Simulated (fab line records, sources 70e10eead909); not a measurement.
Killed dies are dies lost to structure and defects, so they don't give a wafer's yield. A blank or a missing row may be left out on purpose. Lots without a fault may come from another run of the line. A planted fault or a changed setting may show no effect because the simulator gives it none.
fab line records | flow nand_harc
record lots=6 wafers=18 last_day=32
route steps=1302 shown A_M1@1172
lots that met no fault: from a run of the same line without faults
start_h: hours from the record's first day to the start of the lot's first wafer shown | wait_h: hours since the lot's step before | " the same as in the row above | L1.1+2: a row that stands for several wafers | - no value, or no start given | * or withheld: withheld | < > ~ a bound
route shown NAME@n: a module of which the file shows steps, and the number in the route of the first | usual: mean/standard deviation of fault-free wafers | same: alike in all rows | chamber/n: place in a boat | sites: the reading at each site | _std_site: their standard deviation | _edge_site: outer sites' mean less inner sites' | radius_mm: how far each site lies from the wafer's centre | mask NAME#n: copy n | behind: the tool/chamber that last shaped the wafer | hold: why the lot was held/for how many hours/how that ended | device: the transistor (n, p or np) that didn't switch | end of line: the same wafers' tests at the end of the route | a step without rows: its recipe alone | killed: dies lost to structure and defects at the first sort, not the wafer's yield | map: a wafer's dies, x killed, . not, _ none there
set.NAME: the setting as run; set.NAME@STEP: as run at that earlier step | model.NAME: the simulator's own value behind a step, which no gauge read
lots at some steps of the route; a table a step, a row a wafer
services: from which hour (start_h, from the record's first day; less than 0 if before it) a tool's chamber was out of use, for how many hours, and why
## steps
# step NHARC_A_M1_COAT_34
# recipe temp_c=200 time_s=65
# step NHARC_A_M1_COAT_03
# recipe spin_rpm=1500 resist_thk_nm=90
# step NHARC_A_M1_SOFTBAKE_04
# recipe temp_c=105 time_s=55
# step NHARC_A_M1_EBR_05
# step NHARC_A_M1_EXPOSE_06
# recipe na=1.35 target_cd_nm=120 dose_mj=75.13 mask_id=A_M1
# step NHARC_A_M1_PEB_07
# recipe peb_temp_c=100 peb_time_s=65
# step NHARC_A_M1_DEVELOP_08
# recipe develop_time_s=35 dev_temp_c=23
# step NHARC_A_M1_CD_MEAS_09
# recipe target_cd_nm=120 landing_energy_ev=500
# usual cd_nm=119.9/0.68
# columns lot.wafer tool chamber start_h wait_h cd_nm
L307.2 cd_sem-01 0 561.24 - 119.0
L307.5 " 0 " " 118.7
L307.6 " 0 " " 118.3
L308.2 cd_sem-02 0 577.44 - 120.6
L308.3 " 0 " " 120.1
L308.4 " 0 " " 120.9
L313.2 cd_sem-01 0 664.14 - 120.7
L313.3 " 0 " " 120.1
L313.5 " 0 " " 120.2
L321.2 cd_sem-02 0 706.78 - 119.4
L321.3 " 0 " " 120.1
L321.6 " 0 " " 119.0
L322.2 cd_sem-03 0 726.90 - 120.4
L322.3 " 0 " " 120.7
L322.4 " 0 " " 119.7
L324.2 cd_sem-01 0 738.55 - 121.2
L324.3 " 0 " " 120.4
L324.5 " 0 " " 120.5
# step NHARC_A_M1_OVL_MEAS_10
# recipe pitch_nm=240
# usual overlay_x_nm=-0.2/0.79 overlay_y_nm=0.2/0.81
# columns lot.wafer tool chamber start_h wait_h overlay_x_nm overlay_y_nm
L307.2 overlay-01 - 561.32 - 0.6 0.1
L307.5 " - " " 0.6 0.2
L307.6 " - " " 0.3 1.0
L308.2 overlay-01 - 577.53 - -0.6 1.0
L308.3 " - " " -0.6 1.1
L308.4 " - " " -0.5 0.9
L313.2 overlay-02 - 664.23 - -0.6 -0.7
L313.3 " - " " -0.2 -0.7
L313.5 " - " " -0.4 -0.8
L321.2 overlay-02 - 706.86 - 0.7 -0.1
L321.3 " - " " 0.1 -0.2
L321.6 " - " " 0.8 -0.4
L322.2 overlay-02 - 726.98 - -1.5 0.6
L322.3 " - " " -1.3 0.0
L322.4 " - " " -1.7 0.2
L324.2 overlay-01 - 738.64 - -0.7 -0.3
L324.3 " - " " -0.6 -0.7
L324.5 " - " " -0.4 -0.6
# step NHARC_A_M1_INSPECT_11
# usual raw_defect_count=81/37
# columns lot.wafer tool chamber start_h wait_h raw_defect_count
L307.2 defect_inspect-02 - 561.36 0.0 111
L307.5 " - " " 111
L307.6 " - " " 116
L308.2 defect_inspect-02 - 577.57 0.0 66
L308.3 " - " " 67
L308.4 " - " " 60
L313.2 defect_inspect-02 - 664.26 0.0 142
L313.3 " - " " 166
L313.5 " - " " 156
L321.2 defect_inspect-02 - 706.90 0.0 123
L321.3 " - " " 122
L321.6 " - " " 127
L322.2 defect_inspect-02 - 727.02 0.0 29
L322.3 " - " " 24
L322.4 " - " " 40
L324.2 defect_inspect-01 - 738.67 0.0 73
L324.3 " - " " 64
L324.5 " - " " 62
# step NHARC_A_M1_DESCUM_14
# recipe time_s=3 o2_flow_sccm=200 ar_flow_sccm=0 bias_power_w=0 chemistry=O2
# usual drypump_motor_current_A=5.6/0.51 mfc_ar_sccm=0.015/0.014 oes_product_au=1.003/0.012 rf_vpp_V=57.9/0.9 showerhead_plenum_p_Torr=1.92/0.083 throttle_valve_pct=11.310/0.01
# columns lot.wafer tool chamber start_h wait_h drypump_motor_current_A mfc_ar_sccm oes_product_au rf_hours_counter_h rf_vpp_V showerhead_plenum_p_Torr throttle_valve_pct
L307.2 rie_diel-05 0 561.45 0.1 6.5 0 0.997 9.2 58.4 2.01 11.310
L307.6 " 1 " " 5.2 0 1.017 - 58.7 1.86 11.311
L307.5 " 2 " " 5.2 0.021 0.988 - 58.6 1.91 11.304
L308.2 rie_diel-01 3 577.64 0.1 5.3 0.035 0.989 0.5 57.4 1.82 11.318
L308.4 " 0 " " 5.0 0.037 0.988 0.5 57.6 1.89 11.330
L308.3 " 1 " " 5.4 0 0.984 0.5 58.0 2.06 11.306
L313.2 rie_diel-10 1 664.34 0.1 5.9 0 0.993 1.3 56.9 1.90 11.317
L313.3 " 2 " " 4.9 0.023 1.004 3.5 56.4 2.02 11.312
L313.5 " 3 " " 5.1 0 1.010 - 58.6 1.94 11.303
L321.2 rie_diel-01 1 706.97 0.1 5.4 0 0.991 4.5 58.1 2.05 11.295
L321.3 " 2 " " 6.3 0.018 1.009 4.7 58.8 2.00 11.333
L321.6 " 1 " " 5.4 0 0.986 - 59.4 2.05 11.320
L322.4 rie_diel-01 3 727.08 0.1 5.3 0.035 1.006 5.0 57.2 1.82 11.308
L322.3 " 0 " " 5.1 0.037 0.984 5.8 57.7 1.89 11.300
L322.2 " 1 " " 5.4 0 1.003 5.4 58.8 2.05 11.317
L324.3 rie_diel-10 0 738.74 0.1 5.8 0.021 1.000 7.2 57.5 1.87 11.300
L324.2 " 1 " " 5.9 0 0.999 5.0 58.5 1.90 11.307
L324.5 " 0 " " 5.8 0.021 1.004 - 57.6 1.87 11.332
# step NHARC_A_M1_ETCH_35
# recipe target_depth_a=400 overetch_a=120 time_s=43.94 ion_energy_ev=200 n2_flow_sccm=150 h2_flow_sccm=150 ar_flow_sccm=0 rf_w=400 bias_w=150 chemistry=N2/H2
# usual bias_w=150.0/0.48 drypump_motor_current_A=5.6/0.51 mfc_ar_sccm=0.014/0.014 oes_product_au=1.005/0.012 rf_vpp_V=430.8/2.6 showerhead_plenum_p_Torr=2.05/0.091 throttle_valve_pct=14.170/0.0098
# columns lot.wafer tool chamber start_h wait_h bias_w drypump_motor_current_A mfc_ar_sccm oes_product_au rf_hours_counter_h rf_vpp_V showerhead_plenum_p_Torr throttle_valve_pct
L307.2 rie_diel-05 2 561.52 0.1 149.7 5.1 0.021 0.996 9.1 430.3 2.04 14.159
L307.5 " 0 " " 149.8 6.5 0 1.000 - 433.6 2.14 14.177
L307.6 " 1 " " 150.2 5.2 0 1.014 - 428.7 1.99 14.170
L308.4 rie_diel-01 3 577.72 0.1 149.7 5.3 0.035 1.003 0.5 426.3 1.94 14.159
L308.3 " 0 " " 150.1 5.1 0.037 1.002 0.5 431.1 2.02 14.170
L308.2 " 1 " " 149.7 5.4 0 0.984 0.5 434.4 2.20 14.179
L313.2 rie_diel-10 1 664.42 0.1 150.0 5.9 0 1.001 1.3 429.7 2.02 14.166
L313.3 " 2 " " 150.9 4.9 0.023 1.004 3.5 433.4 2.16 14.181
L313.5 " 3 " " 150.1 5.1 0 1.003 - 429.2 2.07 14.171
L321.2 rie_diel-01 0 707.07 0.1 149.2 5.1 0.037 0.997 4.9 430.3 2.02 14.172
L321.3 " 1 " " 150.0 5.4 0 0.985 4.5 435.3 2.19 14.166
L321.6 " 0 " " 149.5 5.1 0.037 0.992 - 430.3 2.02 14.151
L322.3 rie_diel-01 1 727.16 0.1 149.5 5.4 0 0.995 5.4 434.1 2.19 14.175
L322.4 " 2 " " 149.2 6.2 0.018 1.016 5.6 433.4 2.14 14.175
L322.2 " 0 " " 150.3 5.1 0.037 0.990 5.8 430.2 2.02 14.184
L324.2 rie_diel-10 3 738.82 0.1 149.7 5.1 0 1.003 6.7 431.5 2.07 14.157
L324.3 " 0 " " 149.7 5.8 0.021 1.006 7.3 429.3 1.99 14.165
L324.5 " 3 " " 149.8 5.1 0 1.006 - 432.1 2.07 14.152
# step NHARC_A_M1_ETCH_15
# recipe target_depth_a=1825 time_s=91.2 c4f8_flow_sccm=withheld ar_flow_sccm=400 rf_w=600 bias_w=300 chemistry=C4F8/Ar
# usual bias_w=300.2/0.9 oes_product_au=0.956/0.022 rf_vpp_V=441.2/2.6
# columns lot.wafer tool chamber start_h wait_h bias_w oes_product_au rf_hours_counter_h rf_vpp_V
L307.2 rie_diel-05 2 561.60 - 300.0 0.962 9.1 441.2
L307.5 " 1 " " 298.6 0.988 - 439.5
L307.6 " 2 " " 297.3 0.963 - 440.9
L308.4 rie_diel-01 1 577.81 - 299.0 0.959 0.5 445.2
L308.3 " 2 " " 300.1 0.967 0.4 442.8
L308.2 " 3 " " 299.5 0.953 0.5 438.7
L313.2 rie_diel-10 3 664.50 - 300.7 0.977 3.4 441.2
L313.3 " 1 " " 298.9 0.978 1.4 439.6
L313.5 " 0 " " 301.5 0.959 - 441.0
L321.3 rie_diel-01 2 707.16 - 302.3 0.931 4.7 441.6
L321.2 " 0 " " 301.0 0.829 4.9 438.4
L321.6 " 0 " " 299.9 0.912 - 438.4
L322.3 rie_diel-01 3 727.25 - 300.3 0.960 5.0 437.8
L322.2 " 0 " " 298.5 0.867 5.8 440.4
L322.4 " 2 " " 300.7 0.989 5.6 443.4
L324.3 rie_diel-10 3 738.91 - 300.7 0.978 6.7 442.2
L324.2 " 2 " " 300.7 0.985 6.9 442.6
L324.5 " 3 " " 300.6 0.962 - 442.2
# step NHARC_A_M1_CD_MEAS_16
# usual cd_nm=119.7/0.93
# columns lot.wafer tool chamber start_h wait_h cd_nm
L307.2 cd_sem-01 - 561.73 - 118.4
L307.5 " - " " 117.8
L307.6 " - " " 118.6
L308.2 cd_sem-02 - 577.93 - 120.3
L308.3 " - " " 119.5
L308.4 " - " " 121.0
L313.2 cd_sem-01 - 664.63 - 121.0
L313.3 " - " " 121.4
L313.5 " - " " 120.0
L321.2 cd_sem-01 - 707.31 - 118.2
L321.3 " - " " 120.7
L321.6 " - " " 117.8
L322.2 cd_sem-01 - 727.40 - 118.6
L322.3 " - " " 121.0
L322.4 " - " " 118.5
L324.2 cd_sem-01 - 739.05 - 121.5
L324.3 " - " " 120.2
L324.5 " - " " 120.2
## services
# columns tool chamber start_h hours kind
rie_diel-01 0 545.53 3.0 repair
rie_diel-01 - 557.80 9.0 pm
rie_diel-01 0 557.80 9.0 vent_cycle
rie_diel-01 1 557.80 9.0 vent_cycle
rie_diel-01 2 557.80 9.0 vent_cycle
rie_diel-01 3 557.80 9.0 vent_cycle
rie_diel-10 1 560.26 71.1 repair
rie_diel-10 2 564.46 3.6 repair
rie_diel-10 - 565.90 1.6 repair
rie_diel-01 0 566.80 - clean
rie_diel-01 1 566.80 - clean
rie_diel-01 2 566.80 - clean
rie_diel-01 3 566.80 - clean
rie_diel-05 3 569.05 8.7 repair
rie_diel-05 - 583.62 9.0 pm
rie_diel-10 - 596.50 9.0 pm
rie_diel-05 3 648.17 4.1 repair
rie_diel-01 1 657.98 3.2 repair
rie_diel-01 3 660.25 2.9 repair
rie_diel-01 1 663.52 6.5 repair
rie_diel-10 3 688.56 3.1 repair
rie_diel-01 0 701.14 4.6 repair
rie_diel-01 3 701.27 9.8 repair
rie_diel-01 - 734.80 9.0 pm
## key
first_sign step=NHARC_A_M1_ETCH_15 reading=oes_product_au direction=down sigmas=4.9 usual=0.956 struck=0.848
effect none on later readings
met_at NHARC_A_M1_ETCH_15
struck_wafers L321.2,L322.2
later_rows_left_out L322.2
sort_left_out L321.2,L322.2
onset_between 577.81 707.16
fault kind=process_parameter_drift tool=rie_diel-01 chamber=- onset_h=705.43 steps=NHARC_A_M1_ETCH_15 channel=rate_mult offset=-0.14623 shape=step end_h=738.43 scope=struck_wafers_only
# sort_left_out: the simulated sort isn't trusted on such a fault, so these wafers' sort isn't shown, and their yield isn't known
# later_rows_left_out: the simulator's readings of these wafers behind a module that went badly wrong aren't trusted and aren't shown, but for the sort
